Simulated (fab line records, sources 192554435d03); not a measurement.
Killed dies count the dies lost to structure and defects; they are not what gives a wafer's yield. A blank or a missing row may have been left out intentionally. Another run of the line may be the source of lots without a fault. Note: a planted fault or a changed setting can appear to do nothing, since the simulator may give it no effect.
fab line records -- flow n5Finfet
[record] lots = 10, wafers = 30, lastDay = 17
route steps=1938 shown BEOL_M4@1096 PASSIVATION@1936
lots that met no fault: taken from a fault-free run of the same line
startH: start of the lot's first displayed wafer, in hours after the record's first day -- waitH: hours from the lot's prior step to this one -- " the same as in the row above -- L1.1+2: one row covering several wafers at once -- - no value present, or no start provided -- * or withheld: withheld -- < > ~ a bound
route shown NAME@n: names a module that has steps shown in the file, with the first one's number in the route -- usual: the fault-free wafers' mean and standard deviation -- same: alike in all rows -- chamber/n: place in a boat -- sites: each site's reading -- _std_site: how widely they spread, as a standard deviation -- _edge_site: mean of outer sites minus mean of inner sites -- radiusMm: for every site, how far away it sits from the centre of the wafer -- mask NAME#n: copy n -- behind: the last tool/chamber to shape the wafer -- hold: reason for holding the lot/hours on hold/outcome of the hold -- device: which transistor (n, p or np) failed to switch -- end of line: the route-end tests of the same wafers -- a step given without rows: its recipe and nothing more -- killed: dies that structure and defects cost at the first sort, which is not the same as the wafer's yield -- map: dies across one wafer; x = killed, . = not, _ = none there
set.NAME: setting as actually run; set.NAME@STEP: the setting as run at that earlier step -- model.NAME: the simulator's own value behind a step, which no gauge read
the route's steps for a sample of lots (tables are steps, rows are wafers)
services: from which hour (startH, from the record's first day; less than 0 if before it) a tool's chamber was out of use, for how many hours, and why
[[steps]]
[step N5_BEOL_M4_SPUTTER_92]
[recipe] material = Cu, targetThkA = 45, tempC = -20, chamberPressurePa = 0.07, powerW = withheld, timeS = 8.29
[usual] susceptorTempC = -20.01/0.1, throttleValvePct = 29.8/0.95
[same] timeS = 8.29
lot.wafer,tool,chamber,startH,waitH,susceptorTempC,throttleValvePct
L422.1,pvdSputter-03,-,167.82,0.1,-20.00,31.4
L422.4,pvdSputter-03,-,167.82,0.1,-19.87,31.7
L422.6,pvdSputter-03,-,167.82,0.1,-20.07,29.5
L423.2,pvdSputter-01,-,176.73,0.1,-19.95,29.6
L423.3,pvdSputter-01,-,176.73,0.1,-20.22,29.3
L423.4,pvdSputter-01,-,176.73,0.1,-20.13,29.9
L426.3,pvdSputter-01,-,192.60,0.1,-20.01,29.5
L426.4,pvdSputter-01,-,192.60,0.1,-20.09,30.1
L426.5,pvdSputter-01,-,192.60,0.1,-19.99,28.1
L428.2,pvdSputter-03,-,201.77,0.1,-19.83,31.4
L428.3,pvdSputter-03,-,201.77,0.1,-20.20,29.2
L428.4,pvdSputter-03,-,201.77,0.1,-20.07,29.5
L430.1,pvdSputter-03,-,206.61,0.1,-19.97,29.2
L430.5,pvdSputter-03,-,206.61,0.1,-20.02,29.3
L430.6,pvdSputter-03,-,206.61,0.1,-19.87,31.7
L440.3,pvdSputter-02,-,280.27,0.1,-20.06,31.0
L440.4,pvdSputter-02,-,280.27,0.1,-19.96,30.4
L440.6,pvdSputter-02,-,280.27,0.1,-20.00,29.1
L441.1,pvdSputter-02,-,285.19,0.1,-20.02,31.0
L441.4,pvdSputter-02,-,285.19,0.1,-19.98,29.7
L441.5,pvdSputter-02,-,285.19,0.1,-20.16,29.1
L442.1,pvdSputter-02,-,288.74,0.1,-20.10,30.9
L442.4,pvdSputter-02,-,288.74,0.1,-20.02,29.3
L442.6,pvdSputter-02,-,288.74,0.1,-20.14,29.5
L443.3,pvdSputter-02,-,293.78,0.1,-20.15,29.7
L443.5,pvdSputter-02,-,293.78,0.1,-20.08,29.7
L443.6,pvdSputter-02,-,293.78,0.1,-19.89,31.3
L444.1,pvdSputter-03,-,295.20,0.1,-20.06,28.6
L444.2,pvdSputter-03,-,295.20,0.1,-20.05,31.7
L444.5,pvdSputter-03,-,295.20,0.1,-20.18,28.9
[step N5_BEOL_M4_ANNEAL_95]
[recipe] tempC = 400, timeS = 240, ambient = vacuum
[usual] heaterPowerW = 817/66, susceptorTempC = 399.97/0.22
[same] timeS = 240
lot.wafer,tool,chamber,startH,waitH,heaterPowerW,susceptorTempC
L422.1,pvdSputter-03,-,168.12,0.0,833,400.03
L422.4,pvdSputter-03,-,168.12,0.0,821,400.10
L422.6,pvdSputter-03,-,168.12,0.0,708,400.17
L423.2,pvdSputter-01,-,177.03,0.0,749,399.92
L423.3,pvdSputter-01,-,177.03,0.0,770,399.77
L423.4,pvdSputter-01,-,177.03,0.0,879,399.98
L426.3,pvdSputter-01,-,192.90,0.0,808,400.16
L426.4,pvdSputter-01,-,192.90,0.0,888,400.24
L426.5,pvdSputter-01,-,192.90,0.0,867,400.00
L428.2,pvdSputter-03,-,202.07,0.0,809,400.40
L428.3,pvdSputter-03,-,202.07,0.0,810,399.76
L428.4,pvdSputter-03,-,202.07,0.0,707,399.71
L430.1,pvdSputter-03,-,206.91,0.0,787,400.20
L430.5,pvdSputter-03,-,206.91,0.0,703,399.94
L430.6,pvdSputter-03,-,206.91,0.0,834,399.55
L440.3,pvdSputter-02,-,280.57,0.0,914,400.01
L440.4,pvdSputter-02,-,280.57,0.0,905,400.23
L440.6,pvdSputter-02,-,280.57,0.0,795,400.27
L441.1,pvdSputter-02,-,285.49,0.0,914,399.73
L441.4,pvdSputter-02,-,285.49,0.0,883,400.38
L441.5,pvdSputter-02,-,285.49,0.0,779,399.59
L442.1,pvdSputter-02,-,289.04,0.0,899,399.73
L442.4,pvdSputter-02,-,289.04,0.0,803,399.94
L442.6,pvdSputter-02,-,289.04,0.0,787,400.04
L443.3,pvdSputter-02,-,294.08,0.0,879,399.46
L443.5,pvdSputter-02,-,294.08,0.0,868,399.86
L443.6,pvdSputter-02,-,294.08,0.0,894,399.48
L444.1,pvdSputter-03,-,295.50,0.0,743,399.97
L444.2,pvdSputter-03,-,295.50,0.0,840,399.72
L444.5,pvdSputter-03,-,295.50,0.0,740,399.86
[step N5_BEOL_M4_SPUTTER_96]
[recipe] material = Cu, targetThkA = 45, tempC = -20, chamberPressurePa = 0.07, powerW = withheld, timeS = 8.29
[usual] susceptorTempC = -19.99/0.11, throttleValvePct = 29.8/0.95
[same] timeS = 8.29
lot.wafer,tool,chamber,startH,waitH,susceptorTempC,throttleValvePct
L422.1,pvdSputter-03,-,168.26,0.1,-20.06,31.6
L422.4,pvdSputter-03,-,168.26,0.1,-19.95,31.4
L422.6,pvdSputter-03,-,168.26,0.1,-19.89,29.3
L423.2,pvdSputter-01,-,177.17,0.1,-19.98,29.9
L423.3,pvdSputter-01,-,177.17,0.1,-19.99,29.3
L423.4,pvdSputter-01,-,177.17,0.1,-19.89,30.0
L426.3,pvdSputter-01,-,193.04,0.1,-19.83,29.6
L426.4,pvdSputter-01,-,193.04,0.1,-19.73,30.0
L426.5,pvdSputter-01,-,193.04,0.1,-20.01,28.1
L428.2,pvdSputter-03,-,202.21,0.1,-19.97,31.2
L428.3,pvdSputter-03,-,202.21,0.1,-20.03,29.2
L428.4,pvdSputter-03,-,202.21,0.1,-19.89,29.5
L430.1,pvdSputter-03,-,207.05,0.1,-19.86,29.1
L430.5,pvdSputter-03,-,207.05,0.1,-19.98,29.3
L430.6,pvdSputter-03,-,207.05,0.1,-19.98,31.4
L440.3,pvdSputter-02,-,280.71,0.1,-19.89,31.1
L440.4,pvdSputter-02,-,280.71,0.1,-19.93,30.3
L440.6,pvdSputter-02,-,280.71,0.1,-20.02,29.3
L441.1,pvdSputter-02,-,285.63,0.1,-19.87,31.3
L441.4,pvdSputter-02,-,285.63,0.1,-20.18,29.9
L441.5,pvdSputter-02,-,285.63,0.1,-19.97,29.5
L442.1,pvdSputter-02,-,289.18,0.1,-20.21,31.0
L442.4,pvdSputter-02,-,289.18,0.1,-20.11,29.6
L442.6,pvdSputter-02,-,289.18,0.1,-20.05,29.1
L443.3,pvdSputter-02,-,294.22,0.1,-20.09,29.8
L443.5,pvdSputter-02,-,294.22,0.1,-20.09,29.8
L443.6,pvdSputter-02,-,294.22,0.1,-19.69,31.1
L444.1,pvdSputter-03,-,295.64,0.1,-20.06,28.7
L444.2,pvdSputter-03,-,295.64,0.1,-20.11,31.3
L444.5,pvdSputter-03,-,295.64,0.1,-19.83,28.9
[step N5_BEOL_M4_ECD_50]
[recipe] material = Cu, targetThkA = 3000
lot.wafer,tool,chamber,startH,waitH
L422.1+4+6,ecdCu-02,0,168.37,0.1
L423.2+3+4,ecdCu-02,"1,1,0",177.28,0.1
L426.3+4+5,ecdCu-01,"0,1,0",193.18,0.1
L428.2+3+4,ecdCu-01,"1,0,1",202.33,0.1
L430.1+5+6,ecdCu-01,"1,0,1",207.16,0.1
L440.3+4+6,ecdCu-02,"0,1,0",280.84,0.1
L441.1+4+5,ecdCu-02,"0,1,1",285.75,0.1
L442.1+4+6,ecdCu-01,1,289.30,0.1
L443.3+5+6,ecdCu-01,"1,0,1",294.36,0.1
L444.1+2+5,ecdCu-01,"0,1,1",295.76,0.1
[step N5_BEOL_M4_CMP_52]
[recipe] stopOn = SiOC, tOverpolishS = 6.8, downForcePsi = 1, platenRpm = 50, clearingPlatenDownForcePsi = 1.5, clearingPlatenRpm = 50, postCmpClean = cuAlkaline, targetThkNm = 40, clearingPlatenPadVelocityMS = 0.99484, padVelocityMS = 0.99484
[usual] motorCurrentA = 6.5/0.73, platenRpm = 50.00/0.032, slurryFlowMlMin = 149.9/0.46, timeToEndpointS = 64/3.2
lot.wafer,tool,chamber,startH,waitH,motorCurrentA,platenRpm,slurryFlowMlMin,timeToEndpointS
L422.4,cmp-03,1,168.75,0.1,5.8,50.02,150.0,67
L422.1,cmp-03,2,168.75,0.1,5.7,50.00,149.1,65
L422.6,cmp-03,1,168.75,0.1,5.9,50.02,149.9,65
L423.4,cmp-03,2,177.67,0.1,5.4,50.04,150.4,62
L423.3,cmp-03,3,177.67,0.1,7.4,49.99,150.2,65
L423.2,cmp-03,0,177.67,0.1,7.2,50.04,149.9,64
L426.4,cmp-02,2,193.58,0.2,5.7,49.96,149.7,61
L426.3,cmp-02,3,193.58,0.2,7.0,49.96,149.6,65
L426.5,cmp-02,2,193.58,0.2,6.0,49.96,150.0,61
L428.2,cmp-04,1,202.78,0.2,7.4,49.96,149.3,62
L428.4,cmp-04,2,202.78,0.2,7.4,50.01,150.4,67
L428.3,cmp-04,3,202.78,0.2,5.7,49.99,149.4,66
L430.1,cmp-04,2,207.65,0.4,7.4,49.97,150.1,71
L430.6,cmp-04,3,207.65,0.4,5.5,50.05,149.9,72
L430.5,cmp-04,0,207.65,0.4,6.1,50.01,149.9,65
L440.4,cmp-03,2,281.24,0.2,5.4,49.97,149.3,64
L440.3,cmp-03,3,281.24,0.2,7.6,50.03,150.6,66
L440.6,cmp-03,1,281.24,0.2,6.0,49.97,149.8,100
L441.1,cmp-02,2,286.14,0.3,6.1,50.05,149.9,56
L441.4,cmp-02,0,286.14,0.3,7.1,49.95,149.4,57
L441.5,cmp-02,2,286.14,0.3,5.5,49.97,150.1,91
L442.4,cmp-04,1,289.73,0.2,7.5,49.96,150.1,64
L442.1,cmp-04,2,289.73,0.2,7.7,50.04,149.7,64
L442.6,cmp-04,1,289.73,0.2,7.6,50.00,149.5,64
L443.3,cmp-04,3,294.72,0.2,5.6,50.04,149.4,66
L443.5,cmp-04,3,294.72,0.2,5.6,49.99,150.2,69
L443.6,cmp-04,0,294.72,0.2,5.7,50.03,149.9,66
L444.2,cmp-04,2,296.22,0.3,7.4,50.03,149.5,67
L444.1,cmp-04,3,296.22,0.3,5.6,50.02,150.0,65
L444.5,cmp-04,1,296.22,0.3,7.5,49.98,149.0,65
[step N5_BEOL_M4_RC_MEAS_101]
[usual] DIBL_N = 36.2/1.7, DIBL_P = 36.6/1.9, IOFF_N = 0.16/0.032, IOFF_P = 0.21/0.037, ION_N = 675/12, ION_P = 460/8.1, SS_N = 71.4/0.58, SS_P = 73.4/0.64, VT_N = 249/3.2, VT_P = -252/3.4
lot.wafer,tool,chamber,startH,waitH,DIBL_N[mV/V],DIBL_P[mV/V],IOFF_N[nA/um],IOFF_P[nA/um],ION_N[uA/um],ION_P[uA/um],SS_N[mV/dec],SS_P[mV/dec],VT_N[mV],VT_P[mV]
L422.1,prober-02,0,169.36,0.0,36.7,37.2,0.17,0.23,665,465,71.8,73.2,250,-248
L422.4,prober-02,0,169.36,0.0,36.4,37.7,0.16,0.23,687,468,72.2,73.8,250,-247
L422.6,prober-02,0,169.36,0.0,33.9,34.4,0.13,0.18,668,465,71.1,72.9,252,-250
L423.2,prober-01,0,178.44,0.2,38.3,38.3,0.19,0.26,684,460,71.3,74.0,246,-247
L423.3,prober-01,0,178.44,0.2,40.0,40.5,0.24,0.31,685,469,72.7,74.1,244,-242
L423.4,prober-01,0,178.44,0.2,36.8,37.0,0.18,0.24,685,466,71.6,73.1,247,-246
L426.3,prober-02,0,194.52,0.3,37.4,38.4,0.18,0.23,679,467,71.6,74.6,249,-246
L426.4,prober-02,0,194.52,0.3,34.8,34.5,0.13,0.16,674,461,70.8,73.0,251,-251
L426.5,prober-02,0,194.52,0.3,35.5,35.5,0.15,0.18,671,458,70.8,73.6,251,-253
L428.2,prober-02,0,203.56,0.2,36.8,38.0,0.17,0.21,669,454,72.3,73.7,248,-254
L428.3,prober-02,0,203.56,0.2,35.1,37.1,0.14,0.18,669,451,71.1,72.7,251,-251
L428.4,prober-02,0,203.56,0.2,36.4,37.7,0.16,0.20,672,450,71.1,73.2,246,-253
L430.1,prober-02,0,208.18,0.0,35.6,36.2,0.16,0.19,684,463,71.6,73.1,248,-250
L430.5,prober-02,0,208.18,0.0,33.9,33.8,0.12,0.15,671,455,71.2,73.2,253,-254
L430.6,prober-02,0,208.18,0.0,34.7,35.1,0.14,0.17,676,463,71.1,73.2,249,-253
L440.3,prober-02,0,282.12,0.3,36.1,38.3,0.17,0.23,681,468,71.4,73.1,244,-250
L440.4,prober-02,0,282.12,0.3,34.3,35.7,0.14,0.19,670,466,70.0,73.2,251,-252
L440.6,prober-02,0,282.12,0.3,35.9,37.9,0.17,0.22,683,465,70.7,73.0,248,-250
L441.1,prober-02,0,286.74,0.0,36.8,36.1,0.13,0.19,656,448,71.4,72.4,253,-255
L441.4,prober-02,0,286.74,0.0,36.7,35.8,0.15,0.18,683,457,71.7,72.7,252,-256
L441.5,prober-02,0,286.74,0.0,37.9,37.3,0.15,0.20,671,461,71.1,73.7,250,-252
L442.1,prober-02,0,290.30,0.0,36.0,35.2,0.16,0.22,677,469,70.8,73.1,249,-249
L442.4,prober-02,0,290.30,0.0,37.7,37.2,0.18,0.24,697,471,71.9,73.8,247,-246
L442.6,prober-02,0,290.30,0.0,37.8,37.0,0.19,0.25,692,472,71.6,73.7,248,-247
L443.3,prober-01,0,295.63,0.3,38.3,39.7,0.20,0.26,692,470,71.9,74.3,247,-247
L443.5,prober-01,0,295.63,0.3,37.1,37.1,0.18,0.22,682,466,71.8,74.0,248,-251
L443.6,prober-01,0,295.63,0.3,36.5,36.0,0.17,0.21,682,466,71.2,73.5,248,-250
L444.1,prober-02,0,296.75,0.0,37.0,35.9,0.16,0.21,680,465,71.2,72.9,249,-253
L444.2,prober-02,0,296.75,0.0,35.7,34.2,0.13,0.19,666,460,69.8,72.2,254,-250
L444.5,prober-02,0,296.75,0.0,37.2,37.3,0.17,0.23,684,469,71.0,73.9,249,-247
[step N5_PASSIVATION_PROBE_49]
[usual] defectLimitedYield = 91.3/1.5, killed_at_M0_to_M3 = 35/10, killed_at_M4_up = 12/4.6, killedAtContacts = 13/6.6, killedAtFrontEnd = 39/11, killedAtOther = 4/3.4, killedDies = 103/17, killedOnRim = 14/4.1, killedOpen = 67/13, killedShort = 35/8.2, sort_bin_5_function = 5.1/0.94, sort_bin_6_memory = 3.2/0.7, sort_bin_8_speed = 0.00/0.03, sortNPass = 1077/17, sortYieldPct = 91.3/1.5
[same] grossDies = 1180, killedAtBackSide = 0, sort_bin_4_leakage[%] = 0
lot.wafer,tool,chamber,startH,waitH,defectLimitedYield[%],killed_at_M0_to_M3,killed_at_M4_up,killedAtContacts,killedAtFrontEnd,killedAtOther,killedDies,killedOnRim,killedOpen,killedShort,sort_bin_5_function[%],sort_bin_6_memory[%],sort_bin_8_speed[%],sortNPass,sortYieldPct[%]
L422.1,prober-01,-,269.89,0.0,91.6,33,15,15,35,1,99,8,62,36,4.7,3.4,0,1081,91.6
L422.4,prober-01,-,270.04,0.2,92.8,30,6,8,39,2,85,7,58,27,4.8,2.2,0,1095,92.8
L422.6,prober-01,-,270.14,0.3,91.9,42,8,12,33,1,96,8,58,30,4.3,3.1,0,1084,91.9
L423.2,prober-01,-,281.68,0.1,93.4,24,15,6,33,0,78,6,45,33,3.2,3.0,0,1102,93.4
L423.3,prober-01,-,281.73,0.1,91.0,36,14,21,33,2,106,19,68,37,5.3,3.2,0,1074,91.0
L423.4,prober-01,-,281.78,0.2,93.1,34,5,5,35,2,81,9,59,20,4.3,2.3,0,1099,93.1
L426.3,prober-01,-,296.90,0.1,91.8,36,16,6,38,1,97,16,62,34,4.3,3.4,0,1083,91.8
L426.4,prober-01,-,296.95,0.2,91.8,36,14,7,38,2,97,15,55,42,4.3,3.5,0,1083,91.8
L426.5,prober-01,-,297.00,0.2,90.8,33,22,12,38,4,109,13,70,38,5.8,3.1,0,1071,90.8
L428.2,prober-01,-,298.53,0.1,92.1,34,13,9,30,7,93,14,66,26,5.3,2.5,0,1087,92.1
L430.1,prober-02,-,306.82,0.0,92.8,16,21,14,32,2,85,6,60,24,4.7,2.4,0,1095,92.8
L430.5,prober-02,-,307.02,0.2,90.9,27,30,19,27,4,107,12,70,37,5.3,3.4,0,1073,90.9
L430.6,prober-02,-,307.07,0.3,89.2,33,23,26,45,0,127,17,92,34,6.1,4.3,0,1053,89.2
L440.3,prober-02,-,389.08,0.1,91.9,30,8,12,42,3,95,10,57,35,4.3,3.3,0.08,1085,91.9
L440.4,prober-02,-,389.13,0.2,91.1,19,11,6,66,3,105,13,72,33,5.9,2.7,0,1075,91.1
L440.6,prober-02,-,389.23,0.3,92.5,21,9,17,37,4,88,18,55,33,4.4,2.6,0,1092,92.5
L444.1,prober-02,-,404.37,0.0,89.0,45,13,22,42,8,130,15,96,33,6.9,4.2,0,1050,89.0
L444.2,prober-02,-,404.42,0.1,88.7,54,14,26,29,10,133,20,92,40,7.2,3.9,0,1047,88.7
L444.5,prober-02,-,404.57,0.2,89.4,56,14,23,29,3,125,22,78,46,5.8,4.7,0,1055,89.4
// killed by level:class
L422.1 BEOL_M3:geometricParticle:open=10 MOL_CONTACT_COAG:geometricParticle:open=9 FIN_SAQP:geometricParticle:short=8 BEOL_M0_SAQP:geometricParticle:open=7 STI_FIN_REVEAL:geometricParticle:open=6 MOL_CONTACT_COAG:geometricParticle:short=5 BEOL_M0_SAQP:geometricParticle:short=5 BEOL_M5:geometricParticle:open=5
L422.4 STI_FIN_REVEAL:geometricParticle:open=17 FIN_SAQP:geometricParticle:short=8 MOL_CONTACT_COAG:geometricParticle:open=8 BEOL_M0_SAQP:geometricParticle:open=8 BEOL_M3:geometricParticle:open=8 BEOL_M0_SAQP:geometricParticle:short=5 BEOL_M1:geometricParticle:open=3 STARTING-WAFER:geometricParticle:short=3
L422.6 BEOL_M3:geometricParticle:open=14 MOL_CONTACT_COAG:geometricParticle:open=9 STI_FIN_REVEAL:geometricParticle:open=7 HKMG_FIN:areaEtch=6 BEOL_M0_SAQP:geometricParticle:open=5 BEOL_M1:geometricParticle:open=5 FIN_SAQP:geometricParticle:short=4 BEOL_M3:geometricParticle:short=4
L423.2 BEOL_M2:geometricParticle:open=11 BEOL_M0_SAQP:geometricParticle:short=9 DUMMY_GATE:geometricParticle:open=7 FIN_SAQP:geometricParticle:short=5 GATE_CUT:geometricParticle:short=5 BEOL_M4:geometricParticle:open=5 BEOL_M5:geometricParticle:open=5 STI_FIN_REVEAL:geometricParticle:open=4
L423.3 MOL_CONTACT_COAG:geometricParticle:open=14 STI_FIN_REVEAL:geometricParticle:open=11 BEOL_M0_SAQP:geometricParticle:short=11 BEOL_M0_SAQP:geometricParticle:open=9 BEOL_M4:geometricParticle:open=8 MOL_CONTACT_COAG:geometricParticle:short=7 BEOL_M1:geometricParticle:open=6 BEOL_M3:geometricParticle:open=4
L423.4 STI_FIN_REVEAL:geometricParticle:open=13 BEOL_M0_SAQP:geometricParticle:short=7 BEOL_M0_SAQP:geometricParticle:open=6 BEOL_M3:geometricParticle:open=6 FIN_SAQP:geometricParticle:open=5 MOL_CONTACT_COAG:geometricParticle:open=5 BEOL_M1:geometricParticle:open=4 BEOL_M2:geometricParticle:open=4
L426.3 FIN_SAQP:geometricParticle:open=11 BEOL_M0_SAQP:geometricParticle:open=9 BEOL_M4:geometricParticle:open=7 ILD0:geometricParticle:short=6 BEOL_M1:geometricParticle:open=6 DUMMY_GATE:geometricParticle:open=5 BEOL_M0_SAQP:geometricParticle:short=5 BEOL_M3:geometricParticle:short=5
L426.4 FIN_SAQP:geometricParticle:short=9 BEOL_M0_SAQP:geometricParticle:open=8 FIN_SAQP:geometricParticle:open=7 MOL_CONTACT_COAG:geometricParticle:open=6 BEOL_M1:geometricParticle:open=6 BEOL_M4:geometricParticle:open=6 BEOL_M2:geometricParticle:open=5 BEOL_M2:geometricParticle:short=5
L426.5 FIN_SAQP:geometricParticle:short=11 MOL_CONTACT_COAG:geometricParticle:open=11 STI_FIN_REVEAL:geometricParticle:open=9 BEOL_M3:geometricParticle:open=9 BEOL_M6:geometricParticle:open=9 BEOL_M0_SAQP:geometricParticle:short=6 ILD0:geometricParticle:short=4 BEOL_M0_SAQP:geometricParticle:open=4
L428.2 BEOL_M1:geometricParticle:open=9 STI_FIN_REVEAL:geometricParticle:open=8 MOL_CONTACT_COAG:geometricParticle:open=8 BEOL_M4:geometricParticle:open=7 BEOL_M0_SAQP:geometricParticle:open=6 BEOL_M2:geometricParticle:open=5 FIN_SAQP:geometricParticle:open=4 DUMMY_GATE:geometricParticle:open=4
L430.1 FIN_SAQP:geometricParticle:open=12 MOL_CONTACT_COAG:geometricParticle:open=11 BEOL_M4:geometricParticle:open=11 BEOL_M3:geometricParticle:open=5 GATE_CUT:geometricParticle:short=4 BEOL_M1:geometricParticle:open=4 BEOL_M5:geometricParticle:short=4 FIN_SAQP:geometricParticle:short=3
L430.5 BEOL_M4:geometricParticle:open=19 MOL_CONTACT_COAG:geometricParticle:open=14 BEOL_M0_SAQP:geometricParticle:short=8 BEOL_M3:geometricParticle:open=7 DUMMY_GATE:geometricParticle:open=6 STI_FIN_REVEAL:geometricParticle:open=5 DUMMY_GATE:geometricParticle:short=5 MOL_CONTACT_COAG:geometricParticle:short=5
L430.6 MOL_CONTACT_COAG:geometricParticle:open=21 FIN_SAQP:geometricParticle:open=13 BEOL_M0_SAQP:geometricParticle:open=10 BEOL_M3:geometricParticle:open=9 FIN_SAQP:geometricParticle:short=8 BEOL_M4:geometricParticle:open=8 BEOL_M1:geometricParticle:open=6 STI_FIN_REVEAL:geometricParticle:open=5
L440.3 FIN_SAQP:geometricParticle:short=13 MOL_CONTACT_COAG:geometricParticle:open=12 BEOL_M0_SAQP:geometricParticle:short=8 BEOL_M0_SAQP:geometricParticle:open=7 BEOL_M1:geometricParticle:open=7 FIN_SAQP:geometricParticle:open=6 STI_FIN_REVEAL:geometricParticle:open=6 BEOL_M5:geometricParticle:open=5
L440.4 FIN_SAQP:geometricParticle:open=20 FIN_SAQP:geometricParticle:short=18 STI_FIN_REVEAL:geometricParticle:open=17 BEOL_M0_SAQP:geometricParticle:short=7 MOL_CONTACT_COAG:geometricParticle:open=6 BEOL_M0_SAQP:geometricParticle:open=6 DUMMY_GATE:geometricParticle:open=4 BEOL_M3:geometricParticle:open=4
L440.6 MOL_CONTACT_COAG:geometricParticle:open=13 FIN_SAQP:geometricParticle:open=12 FIN_SAQP:geometricParticle:short=10 BEOL_M0_SAQP:geometricParticle:open=9 GATE_CUT:geometricParticle:short=5 BEOL_M3:geometricParticle:open=5 MOL_CONTACT_COAG:geometricParticle:short=4 BEOL_M4:geometricParticle:open=4
L444.1 MOL_CONTACT_COAG:geometricParticle:open=17 FIN_SAQP:geometricParticle:open=14 BEOL_M4:geometricParticle:open=7 BEOL_M1:geometricParticle:open=7 BEOL_M2:geometricParticle:open=7 DUMMY_GATE:geometricParticle:open=6 BEOL_M3:geometricParticle:open=6 BEOL_M0_SAQP:geometricParticle:short=6
L444.2 MOL_CONTACT_COAG:geometricParticle:open=22 BEOL_M2:geometricParticle:open=14 BEOL_M0_SAQP:geometricParticle:short=14 FIN_SAQP:geometricParticle:open=13 BEOL_M0_SAQP:geometricParticle:open=10 BEOL_M0:geometricParticle:open=5 BEOL_M3:geometricParticle:open=5 FIN_SAQP:geometricParticle:short=4
L444.5 MOL_CONTACT_COAG:geometricParticle:open=19 BEOL_M0_SAQP:geometricParticle:open=19 BEOL_M0_SAQP:geometricParticle:short=16 BEOL_M2:geometricParticle:open=9 FIN_SAQP:geometricParticle:short=8 GATE_CUT:geometricParticle:short=8 FIN_SAQP:geometricParticle:open=4 MOL_CONTACT_COAG:geometricParticle:short=4
[[services]]
tool,chamber,startH,hours,kind
pvdSputter-01,-,157.09,9.9,repair
cmp-04,-,198.53,0.2,repair
cmp-02,-,200.12,5.6,pm
cmp-03,-,200.63,2.1,repair
cmp-02,-,224.03,4.0,pm
cmp-03,-,224.29,4.0,pm
cmp-02,-,228.03,-,consumableReplace:conditioner
cmp-02,-,228.03,-,consumableReplace:pad
cmp-03,-,228.29,-,consumableReplace:conditioner
cmp-03,-,228.29,-,consumableReplace:pad
cmp-04,-,233.49,3.8,repair
cmp-02,-,235.30,2.8,repair
cmp-03,-,253.93,3.2,repair
ecdCu-01,-,277.97,0.3,repair
cmp-02,-,286.37,0.2,repair
ecdCu-02,-,293.24,7.7,pm
cmp-03,-,296.25,6.3,repair
[[key]]
[firstSign] step = N5_BEOL_M4_CMP_52, reading = timeToEndpointS, direction = up, sigmas = 9.7, usual = *, struck = *
effect none on later readings
metAt N5_BEOL_M4_ECD_50
struckLots L440,L441
struckWafers L440.6,L441.5
notActingAt N5_BEOL_M4_SPUTTER_92,N5_BEOL_M4_ANNEAL_95,N5_BEOL_M4_SPUTTER_96
onsetBetween 177.28 280.84
[fault] kind = processParameterDrift, tool = ecdCu-02, chamber = -, onsetH = 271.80, steps = N5_BEOL_M4_ECD_50, channel = targetThkA, offset = *, shape = step, endH = 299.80, scope = struckWafersOnly, actsIn = *, stated = *
